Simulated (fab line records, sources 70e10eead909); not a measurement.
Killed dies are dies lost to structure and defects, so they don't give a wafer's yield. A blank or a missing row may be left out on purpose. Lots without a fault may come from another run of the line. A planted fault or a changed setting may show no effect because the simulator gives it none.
fab line records | flow nand_harc
record lots=13 wafers=39 last_day=33
route steps=1302 shown A_STAIRCASE@769 THIN_TSV@1246 END@1302
lots that met no fault: from a run of the same line without faults
start_h: hours from the record's first day to the start of the lot's first wafer shown | wait_h: hours since the lot's step before | " the same as in the row above | L1.1+2: a row that stands for several wafers | - no value, or no start given | * or withheld: withheld | < > ~ a bound
route shown NAME@n: a module of which the file shows steps, and the number in the route of the first | usual: mean/standard deviation of fault-free wafers | same: alike in all rows | chamber/n: place in a boat | sites: the reading at each site | _std_site: their standard deviation | _edge_site: outer sites' mean less inner sites' | radius_mm: how far each site lies from the wafer's centre | mask NAME#n: copy n | behind: the tool/chamber that last shaped the wafer | hold: why the lot was held/for how many hours/how that ended | device: the transistor (n, p or np) that didn't switch | end of line: the same wafers' tests at the end of the route | a step without rows: its recipe alone | killed: dies lost to structure and defects at the first sort, not the wafer's yield | map: a wafer's dies, x killed, . not, _ none there
set.NAME: the setting as run; set.NAME@STEP: as run at that earlier step | model.NAME: the simulator's own value behind a step, which no gauge read
steps of the route over a sample of lots; a table a step, a row a wafer
services: from which hour (start_h, from the record's first day; less than 0 if before it) a tool's chamber was out of use, for how many hours, and why
## steps
# step NHARC_A_STAIRCASE_STRIP_255
# recipe time_s=900 temp_c=130 chemistry=SPM
# usual bath_guard_temp_C=130.1/0.58 temp_c=129.99/0.13
# columns lot.wafer tool chamber start_h wait_h bath_guard_temp_C temp_c
L902.3 wet_bench-05 0 357.42 0.2 130.1 130.11
L902.4 " 2 " " 130.0 130.14
L902.5 " 4 " " 130.3 129.97
L904.5 wet_bench-05 4 376.94 0.1 129.7 129.84
L904.6 " 6 " " 130.2 129.95
L904.2 " 7 " " 129.2 130.01
L906.6 wet_bench-09 2 403.78 0.1 129.9 130.16
L906.5 " 3 " " 128.6 129.89
L906.3 " 4 " " 131.0 129.96
L907.4 wet_bench-03 4 426.53 0.2 129.8 129.86
L907.6 " 5 " " 129.3 129.94
L907.5 " 0 " " 130.0 130.18
L908.6 wet_bench-09 3 427.86 0.1 128.6 130.16
L908.4 " 4 " " 131.5 129.96
L908.3 " 6 " " 130.1 130.14
L909.1 wet_bench-09 0 451.74 0.3 130.1 129.89
L909.5 " 1 " " 131.1 130.09
L909.4 " 2 " " 129.7 129.67
L911.1 wet_bench-09 4 464.93 0.3 131.0 130.29
L911.6 " 7 " " 130.3 130.02
L911.3 " 1 " " 131.0 130.18
L914.1 wet_bench-05 5 473.92 0.3 129.6 129.79
L914.4 " 7 " " 129.3 130.19
L914.6 " 0 " " 130.0 129.96
L913.3 wet_bench-05 2 475.99 0.2 129.9 129.98
L913.2 " 3 " " 130.0 130.03
L913.6 " 5 " " 129.6 129.86
L912.2 wet_bench-05 7 478.90 0.3 129.1 129.91
L912.5 " 0 " " 130.0 130.14
L912.1 " 1 " " 130.5 130.14
L917.4 wet_bench-05 6 522.67 0.2 129.8 130.03
L917.2 " 0 " " 130.4 129.98
L917.1 " 3 " " 130.1 130.11
L923.6 wet_bench-03 0 585.73 0.1 129.7 130.14
L923.2 " 1 " " 131.1 129.97
L923.4 " 2 " " 131.1 130.05
L925.1 wet_bench-09 7 594.06 0.3 130.3 130.08
L925.2 " 0 " " 130.0 129.93
L925.6 " 1 " " 130.9 130.17
# step NHARC_THIN_TSV_THK_MEAS_02
# recipe thk_meas_gauge=ir
# usual thk_nm=3033/200
# columns lot.wafer tool chamber start_h wait_h thk_nm
L902.3 film_metro-01 - 544.69 0.2 2641
L902.4 " - " " 2985
L902.5 " - " " 2925
L904.2 film_metro-01 - 559.75 - 3024
L904.5 " - " " 2871
L904.6 " - " " 2871
L906.3 film_metro-02 - 589.07 - 3240
L906.5 " - " " 2960
L906.6 " - " " 2994
L907.4 film_metro-02 - 609.28 0.2 2673
L907.5 " - " " 2889
L907.6 " - " " 2778
L908.3 film_metro-02 - 621.19 - 3283
L908.4 " - " " 3191
L908.6 " - " " 2978
L909.1 film_metro-01 - 627.10 - 2954
L909.4 " - " " 2890
L909.5 " - " " 3002
L911.1 film_metro-01 - 646.57 - 3392
L911.3 " - " " 3058
L911.6 " - " " 2954
L912.1 film_metro-01 - 651.29 - 3107
L912.2 " - " " 2948
L912.5 " - " " 3298
L913.2 film_metro-02 - 659.16 - 2688
L913.3 " - " " 2872
L913.6 " - " " 2733
L914.1 film_metro-02 - 662.28 0.2 2947
L914.4 " - " " 3246
L914.6 " - " " 3122
L917.1 film_metro-01 - 691.91 - 3203
L917.2 " - " " 3207
L917.4 " - " " 2916
L923.2 film_metro-02 - 762.10 - 3209
L923.4 " - " " 3054
L923.6 " - " " 3336
L925.1 film_metro-02 - 775.43 0.2 3185
L925.2 " - " " 3117
L925.6 " - " " 3228
# step NHARC_THIN_TSV_PVD_19
# recipe target_thk_a=200 chamber_pressure_pa=5 material=TaN
# usual throttle_valve_pct=29.6/0.79
# columns lot.wafer tool chamber start_h wait_h throttle_valve_pct
L902.3 pvd_sputter-02 - - - 28.2
L902.4 " - " " 31.4
L902.5 " - " " 27.9
L904.2 pvd_sputter-02 - - - 28.1
L904.6 " - " " 30.2
L904.5 " - " " 28.3
L906.3 pvd_sputter-02 - - - 30.2
L906.5 " - " " 29.4
L906.6 " - " " 30.1
L907.4 pvd_sputter-03 - - - 29.6
L907.5 " - " " 30.0
L907.6 " - " " 29.5
L908.3 pvd_sputter-03 - - - 30.0
L908.4 " - " " 29.6
L908.6 " - " " 29.9
L909.1 pvd_sputter-03 - - - 29.7
L909.4 " - " " 29.8
L909.5 " - " " 30.0
L911.1 pvd_sputter-03 - - - 29.8
L911.3 " - " " 29.7
L911.6 " - " " 29.7
L912.1 pvd_sputter-03 - - - 29.7
L912.2 " - " " 30.2
L912.5 " - " " 29.9
L913.2 pvd_sputter-02 - - - 29.1
L913.3 " - " " 28.6
L913.6 " - " " 29.3
L914.4 pvd_sputter-02 - - - 29.8
L914.1 " - " " 30.9
L914.6 " - " " 29.2
L917.4 pvd_sputter-03 - - - 30.1
L917.1 " - " " 29.8
L917.2 " - " " 29.7
L923.2 pvd_sputter-03 - - - 29.4
L923.4 " - " " 30.1
L923.6 " - " " 30.0
L925.2 pvd_sputter-02 - - - 29.4
L925.1 " - " " 28.4
L925.6 " - " " 29.4
# step NHARC_THIN_TSV_CD_MEAS_37
# usual cd_nm=5000.3/2.5
# columns lot.wafer tool chamber start_h wait_h cd_nm
L902.3 cd_sem-01 - 553.12 - 4998.7
L902.4 " - " " 5003.7
L902.5 " - " " 5001.4
L904.2 cd_sem-02 - 568.26 - 4999.9
L904.5 " - " " 4997.5
L904.6 " - " " 4997.5
L906.3 cd_sem-02 - 597.40 - 5003.0
L906.5 " - " " 5001.8
L906.6 " - " " 5001.1
L907.4 cd_sem-01 - 617.58 - 4994.4
L907.5 " - " " 4997.2
L907.6 " - " " 4999.1
L908.3 cd_sem-01 - 630.10 - 4996.3
L908.4 " - " " 4999.6
L908.6 " - " " 4998.5
L909.1 cd_sem-02 - 635.50 - 5000.4
L909.4 " - " " 5002.9
L909.5 " - " " 4999.9
L911.1 cd_sem-03 - 654.72 - 4999.9
L911.3 " - " " 4996.0
L911.6 " - " " 4998.5
L912.1 cd_sem-03 - 659.45 - 5001.0
L912.2 " - " " 5001.5
L912.5 " - " " 5000.1
L913.2 cd_sem-03 - 667.33 - 5001.6
L913.3 " - " " 4999.2
L913.6 " - " " 4999.3
L914.1 cd_sem-02 - 670.73 - 4999.1
L914.4 " - " " 5001.7
L914.6 " - " " 4994.9
L917.1 cd_sem-01 - 700.98 - 4999.5
L917.2 " - " " 5002.1
L917.4 " - " " 4996.5
L923.2 cd_sem-01 - 770.50 - 5006.1
L923.4 " - " " 5006.6
L923.6 " - " " 5002.5
L925.1 cd_sem-03 - 783.99 - 5004.6
L925.2 " - " " 5003.9
L925.6 " - " " 5002.0
# step NHARC_END_SORT_01
# recipe temp_c=25
# usual killed_at_array=57/20 killed_at_other=1.0/1.5 killed_at_periphery=3.5/2.5 killed_dies=62/21 killed_open=3.5/1.9 killed_short=2.4/1.6
# same gross_dies=677
# columns lot.wafer tool chamber start_h wait_h killed_at_array killed_at_other killed_at_periphery killed_dies killed_open killed_short
L912.2 prober-01 0 667.89 2.8 52 0 2 54 3 1
L912.5 prober-01 0 670.30 3.7 45 1 4 50 6 3
L917.1 prober-02 0 711.67 2.5 107 0 448 555 1 0
L917.2 prober-02 0 712.46 2.8 108 0 446 554 2 0
L917.4 prober-02 0 714.03 3.4 114 0 443 557 1 2
# killed by level:class
L912.2 A_SLIT:chamber_film_flake=29 A_CHANNEL_HOLE_D1:chamber_film_flake=6 A_CONTACT:chamber_film_flake=4 A_CHANNEL_FILL_D2:chamber_film_flake=3 A_STAIRCASE:chamber_film_flake=3 A_DECK1_JOINT:chamber_film_flake=2 A_CHANNEL_HOLE_D2:chamber_film_flake=2 P_GATE:geometric_particle:open=1
L912.5 A_SLIT:chamber_film_flake=28 A_CHANNEL_HOLE_D1:chamber_film_flake=4 P_CONTACT:geometric_particle:open=2 A_CHANNEL_HOLE_D2:chamber_film_flake=2 A_M0:chamber_film_flake=2 P_M0:geometric_particle:open=1 P_M0:geometric_particle:short=1 A_ONON_D1:geometric_particle:short=1
L917.1 P_M0:unspecified=447 A_STAIRCASE:unspecified=80 A_SLIT:chamber_film_flake=13 A_CHANNEL_HOLE_D2:chamber_film_flake=9 A_CHANNEL_HOLE_D1:chamber_film_flake=2 A_M0:geometric_particle:open=1 A_STAIRCASE:chamber_film_flake=1 P_BONDPAD:chamber_film_flake=1
L917.2 P_M0:unspecified=446 A_STAIRCASE:unspecified=77 A_SLIT:chamber_film_flake=18 A_CHANNEL_HOLE_D2:chamber_film_flake=4 A_CHANNEL_HOLE_D1:chamber_film_flake=4 A_CONTACT:chamber_film_flake=2 A_ONON_D2:geometric_particle:open=1 A_M0:geometric_particle:open=1
L917.4 P_M0:unspecified=441 A_STAIRCASE:unspecified=84 A_SLIT:chamber_film_flake=17 A_CHANNEL_HOLE_D2:chamber_film_flake=7 A_CHANNEL_HOLE_D1:chamber_film_flake=3 A_SOURCE_PLATE:geometric_particle:short=1 A_SGD_CUT:geometric_particle:short=1 A_WL_FILL:geometric_particle:open=1
## services
# columns tool chamber start_h hours kind
pvd_sputter-03 - 348.01 10.0 pm
wet_bench-09 - 352.80 8.0 pm
wet_bench-03 - 386.40 8.0 pm
pvd_sputter-02 - 392.63 2.9 repair
pvd_sputter-03 - 429.38 0.7 repair
wet_bench-05 - 436.88 8.0 pm
wet_bench-05 0 444.88 - consumable_replace:bath
wet_bench-05 0 444.88 - consumable_replace:filter
wet_bench-05 1 444.88 - consumable_replace:bath
pvd_sputter-02 - 460.14 10.0 pm
pvd_sputter-02 - 501.58 3.7 repair
pvd_sputter-03 - 506.61 9.4 repair
pvd_sputter-03 - 526.01 10.0 pm
wet_bench-09 - 528.80 8.0 pm
wet_bench-03 - 562.40 8.0 pm
wet_bench-03 - 587.41 0.6 repair
wet_bench-05 - 612.88 8.0 pm
pvd_sputter-02 - 638.14 10.0 pm
wet_bench-03 - 641.99 7.6 repair
pvd_sputter-03 - 659.93 7.6 repair
pvd_sputter-02 - 692.86 8.6 repair
pvd_sputter-03 - 704.01 10.0 pm
wet_bench-09 - 704.80 8.0 pm
wet_bench-03 - 738.40 8.0 pm
## key
first_sign step=NHARC_END_SORT_01 reading=killed_at_periphery direction=up sigmas=99+ usual=3.5 struck=445.7
effect step=NHARC_END_SORT_01 reading=killed_dies direction=up sigmas=23 usual=62 struck=555
more_kills_born_at NHARC_A_STAIRCASE_STRIP_255@wet_bench-05=241
met_at NHARC_A_STAIRCASE_STRIP_255
struck_lots L917
tester_left_out L917
not_acting_at NHARC_THIN_TSV_THK_MEAS_02,NHARC_THIN_TSV_PVD_19,NHARC_THIN_TSV_CD_MEAS_37
onset_between 478.90 522.67
earlier_fault kind=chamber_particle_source tool=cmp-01 chamber=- onset_h=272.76 steps=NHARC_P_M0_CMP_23 rate_per_visit_cm2=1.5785
fault kind=chamber_particle_source tool=wet_bench-05 chamber=- onset_h=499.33 steps=NHARC_A_STAIRCASE_STRIP_255 rate_per_visit_cm2=1.6475
# tester_left_out: of these lots the tester's yield and bins aren't shown, on N5 and GAA mostly nor the transistor test; their killed dies are dies lost to structure and defects alone, not to doping, threshold or leakage, so they don't give the yield
